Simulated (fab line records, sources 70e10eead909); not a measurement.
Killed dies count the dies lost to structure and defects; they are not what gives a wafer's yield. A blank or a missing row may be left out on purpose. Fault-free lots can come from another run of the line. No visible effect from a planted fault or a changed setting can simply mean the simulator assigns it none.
fab line records -- flow nandHarc
record lots=15, wafers=42, lastDay=33
route steps=1302 shown A_ONON_D2@546
lots untouched by any fault: they come from a run of this same line in which no faults occurred
startH: the number of hours between the record's first day and the start of the first shown wafer of the lot -- waitH: time in hours since the lot's previous step -- " as in the row above -- L1.1+2: one row covering several wafers at once -- - no value present, or no start provided -- * or withheld: withheld -- < > ~ a bound
route shown NAME@n: a module of which the file shows steps, and the number in the route of the first -- usual: mean/standard deviation taken from wafers without a fault -- same: alike in all rows -- chamber/n: place in a boat -- sites: each site's reading -- _std_site: how widely they spread, as a standard deviation -- _edge_site: outer sites' mean less inner sites' -- radiusMm: for every site, how far away it sits from the centre of the wafer -- mask NAME#n: copy n -- behind: the most recent tool/chamber to have shaped the wafer -- hold: the reason the lot was held/the length of the hold in hours/how it ended -- device: the n, p or np transistor that did not switch -- end of line: the same wafers' tests at the end of the route -- a step without rows: its recipe alone -- killed: dies that structure and defects cost at the first sort, which is not the same as the wafer's yield -- map: a wafer's dies, marking killed ones x, the rest . and places with no die _
set.NAME: the setting that was run; set.NAME@STEP: the one run at that earlier step -- model.NAME: the simulator's own value behind a step, which no gauge read
a sample of lots followed through the steps of the route, with each step as a table and each wafer as a row
services: the hour from which a tool's chamber was out of use, counted from the record's first day as startH (under 0 if before that day), plus the number of hours and why
## steps
# step NHARC_A_ONON_D2_THK_MEAS_02
# recipe thkMeasGauge=ellipsometry
# usual thkNm=1000/11
lot.wafer,tool,chamber,startH,waitH,thkNm
L579.1,filmMetro-02,-,285.43,-,975
L579.4,filmMetro-02,-,285.43,-,975
L579.5,filmMetro-02,-,285.43,-,976
L578.2,filmMetro-01,-,285.58,-,992
L578.3,filmMetro-01,-,285.58,-,992
L578.6,filmMetro-01,-,285.58,-,991
L580.2,filmMetro-02,-,305.48,-,988
L580.4,filmMetro-02,-,305.48,-,987
L580.5,filmMetro-02,-,305.48,-,986
L581.1,filmMetro-02,-,313.42,-,1007
L581.4,filmMetro-02,-,313.42,-,1005
L581.5,filmMetro-02,-,313.42,-,1008
L583.2,filmMetro-01,-,331.30,-,990
L583.5,filmMetro-01,-,331.30,-,989
L583.6,filmMetro-01,-,331.30,-,990
L584.1,filmMetro-01,-,347.10,-,1010
L584.5,filmMetro-01,-,347.10,-,1010
L584.6,filmMetro-01,-,347.10,-,1010
L586.2,filmMetro-02,-,364.35,-,1011
L586.3,filmMetro-02,-,364.35,-,1012
L586.5,filmMetro-02,-,364.35,-,1013
L589.1,filmMetro-01,-,386.09,-,990
L589.3,filmMetro-01,-,386.09,-,991
L589.4,filmMetro-01,-,386.09,-,991
L587.2,filmMetro-01,-,386.25,-,1018
L587.3,filmMetro-01,-,386.25,-,1022
L587.6,filmMetro-01,-,386.25,-,1018
L590.4,filmMetro-02,-,398.72,-,1006
L590.5,filmMetro-02,-,398.72,-,1006
L590.6,filmMetro-02,-,398.72,-,1005
L592.2,filmMetro-02,-,437.26,-,1002
L592.4,filmMetro-02,-,437.26,-,1002
L596.3,filmMetro-02,-,461.05,-,1008
L596.4,filmMetro-02,-,461.05,-,1008
L597.1,filmMetro-02,-,461.40,-,988
L597.2,filmMetro-02,-,461.40,-,989
L599.1,filmMetro-02,-,480.89,-,996
L599.3,filmMetro-02,-,480.89,-,996
L599.6,filmMetro-02,-,480.89,-,997
L600.3,filmMetro-01,-,497.74,-,1012
L600.4,filmMetro-01,-,497.74,-,1013
L600.6,filmMetro-01,-,497.74,-,1014
# step NHARC_A_ONON_D2_DEP_06
# recipe targetThkA=10000, n2FlowSccm=2750, n2oFlowSccm=2000, nh3FlowSccm=500, sih4FlowSccm=210, tempC=400
lot.wafer,tool,chamber,startH,waitH
L579.1+4+5,pecvdOnon-01,0,286.08,0.1
L578.2+3+6,pecvdOnon-04,0,286.26,0.1
L580.2+4+5,pecvdOnon-01,0,306.16,0.1
L581.1+4+5,pecvdOnon-03,0,314.04,0.1
L583.2+5+6,pecvdOnon-04,0,331.97,0.1
L584.1+5+6,pecvdOnon-03,0,347.72,0.1
L586.2+3+5,pecvdOnon-03,0,365.03,0.1
L589.1+3+4,pecvdOnon-04,0,386.71,0.1
L587.2+3+6,pecvdOnon-01,0,386.93,0.1
L590.4+5+6,pecvdOnon-01,0,399.51,0.2
L592.2+4,pecvdOnon-03,0,438.21,0.2
L596.3+4,pecvdOnon-03,0,461.79,0.2
L597.1+2,pecvdOnon-03,0,462.03,0.1
L599.1+3+6,pecvdOnon-01,0,481.51,0.1
L600.3+4+6,pecvdOnon-01,0,498.49,0.2
# step NHARC_A_ONON_D2_THK_MEAS_08
# recipe thkMeasGauge=ellipsometry
# usual thkNm=997/9.4
lot.wafer,tool,chamber,startH,waitH,thkNm
L579.1,filmMetro-02,-,286.59,-,984
L579.4,filmMetro-02,-,286.59,-,985
L579.5,filmMetro-02,-,286.59,-,984
L578.2,filmMetro-02,-,286.72,-,985
L578.3,filmMetro-02,-,286.72,-,986
L578.6,filmMetro-02,-,286.72,-,987
L580.2,filmMetro-01,-,306.61,-,994
L580.4,filmMetro-01,-,306.61,-,993
L580.5,filmMetro-01,-,306.61,-,993
L581.1,filmMetro-01,-,314.55,-,992
L581.4,filmMetro-01,-,314.55,-,994
L581.5,filmMetro-01,-,314.55,-,992
L583.2,filmMetro-02,-,332.42,-,998
L583.5,filmMetro-02,-,332.42,-,998
L583.6,filmMetro-02,-,332.42,-,997
L584.1,filmMetro-02,-,348.24,-,990
L584.5,filmMetro-02,-,348.24,-,991
L584.6,filmMetro-02,-,348.24,-,990
L586.2,filmMetro-01,-,365.49,-,1005
L586.3,filmMetro-01,-,365.49,-,1004
L586.5,filmMetro-01,-,365.49,-,1005
L589.1,filmMetro-01,-,387.23,-,997
L589.3,filmMetro-01,-,387.23,-,998
L589.4,filmMetro-01,-,387.23,-,999
L587.2,filmMetro-01,-,387.39,-,993
L587.3,filmMetro-01,-,387.39,-,993
L587.6,filmMetro-01,-,387.39,-,995
L590.4,filmMetro-02,-,399.85,-,1011
L590.5,filmMetro-02,-,399.85,-,1010
L590.6,filmMetro-02,-,399.85,-,1010
L592.2,filmMetro-01,-,438.67,-,982
L592.4,filmMetro-01,-,438.67,-,1515
L596.3,filmMetro-01,-,462.19,-,1014
L596.4,filmMetro-01,-,462.19,-,1549
L597.1,filmMetro-02,-,462.54,-,1530
L597.2,filmMetro-02,-,462.54,-,997
L599.1,filmMetro-02,-,482.02,-,1002
L599.3,filmMetro-02,-,482.02,-,1003
L599.6,filmMetro-02,-,482.02,-,1001
L600.3,filmMetro-01,-,498.88,-,1015
L600.4,filmMetro-01,-,498.88,-,1016
L600.6,filmMetro-01,-,498.88,-,1014
# step NHARC_A_ONON_D2_DEP_33
# recipe targetThkA=2000, tempC=400, pressureTorr=6.5, rfW=900, teosFlowSccm=161.4, flowSccm=2650, targetThkNm=200, gas=O2, material=SiO2
# usual heaterPowerW=582/79, throttleValvePct=15.5/0.82
lot.wafer,tool,chamber,startH,waitH,heaterPowerW,sinceWetCleanH,throttleValvePct
L578.2,pecvd-01,0,297.44,0.1,660,154,16.8
L578.3,pecvd-01,1,297.44,0.1,699,154,15.2
L578.6,pecvd-01,0,297.44,0.1,673,-,16.7
L579.1,pecvd-02,1,297.47,0.1,558,58,14.6
L579.5,pecvd-02,2,297.47,0.1,529,-,16.1
L579.4,pecvd-02,1,297.47,0.1,557,-,14.8
L580.2,pecvd-04,1,320.59,0.3,786,39,15.9
L580.4,pecvd-04,0,320.59,0.3,616,-,14.9
L580.5,pecvd-04,0,320.59,0.3,629,-,14.9
L581.1,pecvd-01,2,325.51,0.1,584,1,14.3
L581.4,pecvd-01,1,325.51,0.1,592,-,15.3
L581.5,pecvd-01,0,325.51,0.1,547,-,16.2
L583.2,pecvd-04,2,343.66,0.1,501,62,16.0
L583.6,pecvd-04,0,343.66,0.1,569,-,14.9
L583.5,pecvd-04,2,343.66,0.1,539,-,16.0
L584.1,pecvd-04,0,359.05,0.1,630,77,14.9
L584.5,pecvd-04,0,359.05,0.1,619,-,15.1
L584.6,pecvd-04,1,359.05,0.1,677,-,16.0
L586.2,pecvd-04,2,376.99,0.1,622,95,15.9
L586.3,pecvd-04,1,376.99,0.1,703,95,16.2
L586.5,pecvd-04,1,376.99,0.1,741,-,16.0
L589.3,pecvd-02,1,398.42,0.1,553,158,15.1
L589.1,pecvd-02,0,398.42,0.1,465,159,17.1
L589.4,pecvd-02,0,398.42,0.1,464,-,16.8
L587.2,pecvd-04,2,398.44,0.1,588,116,15.9
L587.3,pecvd-04,1,398.44,0.1,706,117,16.1
L587.6,pecvd-04,2,398.44,0.1,595,-,16.3
L590.6,pecvd-01,2,411.27,0.2,586,-,14.1
L590.4,pecvd-01,0,411.27,0.2,669,-,16.0
L590.5,pecvd-01,1,411.27,0.2,496,-,15.3
L592.2,pecvd-01,2,449.53,0.1,619,125,13.9
L592.4,pecvd-01,0,449.53,0.1,553,-,15.8
L597.2,pecvd-04,1,473.64,0.1,615,11,16.2
L597.1,pecvd-04,0,473.64,0.1,615,11,14.6
L596.3,pecvd-02,0,473.64,0.1,454,52,16.0
L596.4,pecvd-02,2,473.64,0.1,546,-,15.9
L599.1,pecvd-02,1,494.22,0.3,503,73,14.1
L599.3,pecvd-02,2,494.22,0.3,614,73,16.1
L599.6,pecvd-02,2,494.22,0.3,621,-,15.9
L600.3,pecvd-04,1,509.71,0.1,716,47,16.5
L600.4,pecvd-04,0,509.71,0.1,533,-,14.6
L600.6,pecvd-04,2,509.71,0.1,519,-,15.7
## services
tool,chamber,startH,hours,kind
pecvdOnon-01,-,267.03,2.0,repair
pecvd-04,-,269.00,13.0,pm
pecvd-04,0,269.00,13.0,ventCycle
pecvd-04,1,269.00,13.0,ventCycle
pecvd-04,2,269.00,13.0,ventCycle
pecvdOnon-01,-,269.40,13.0,pm
pecvd-02,2,269.54,8.8,repair
pecvd-04,0,282.00,-,clean
pecvd-04,1,282.00,-,clean
pecvdOnon-04,-,311.00,13.0,pm
pecvd-01,-,311.25,13.0,pm
pecvd-04,2,318.15,5.7,repair
pecvd-01,1,348.97,6.4,repair
pecvd-01,-,385.71,1.2,repair
pecvd-02,-,391.09,0.7,repair
pecvdOnon-03,-,408.16,13.0,pm
pecvd-02,-,408.33,13.0,pm
pecvd-04,2,425.66,11.5,repair
pecvdOnon-01,-,434.42,8.0,repair
pecvd-04,-,450.00,13.0,pm
pecvdOnon-01,-,450.40,13.0,pm
pecvd-02,-,479.93,1.5,repair
pecvdOnon-04,-,492.00,13.0,pm
pecvd-01,-,492.25,13.0,pm
## key
firstSign step=NHARC_A_ONON_D2_THK_MEAS_08, reading=thkNm, direction=up, sigmas=57, usual=997, struck=1531
effect none on later readings
metAt NHARC_A_ONON_D2_DEP_06
struckLots L592,L596,L597
struckWafers L592.4,L596.4,L597.1
laterRowsLeftOut L592.4,L596.4,L597.1
sortLeftOut L592.4,L596.4,L597.1
testerLeftOut L592,L596,L597
notActingAt NHARC_A_ONON_D2_THK_MEAS_02,NHARC_A_ONON_D2_DEP_33
onsetBetween 365.03 438.21
fault kind=processParameterDrift, tool=pecvdOnon-03, chamber=-, onsetH=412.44, steps=NHARC_A_ONON_D2_DEP_06, channel=targetThkA, offset=*, shape=step, endH=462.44, scope=struckWafersOnly, actsIn=*, stated=*
# testerLeftOut: of these lots the tester's yield and bins aren't shown, on N5 and GAA mostly nor the transistor test; their killed dies are dies lost to structure and defects alone, not to doping, threshold or leakage, so they don't give the yield
# sortLeftOut: the simulated sort isn't trusted on such a fault, so these wafers' sort isn't shown, and their yield isn't known
# laterRowsLeftOut: the simulator's readings of these wafers behind a module that went badly wrong aren't trusted and aren't shown, but for the sort
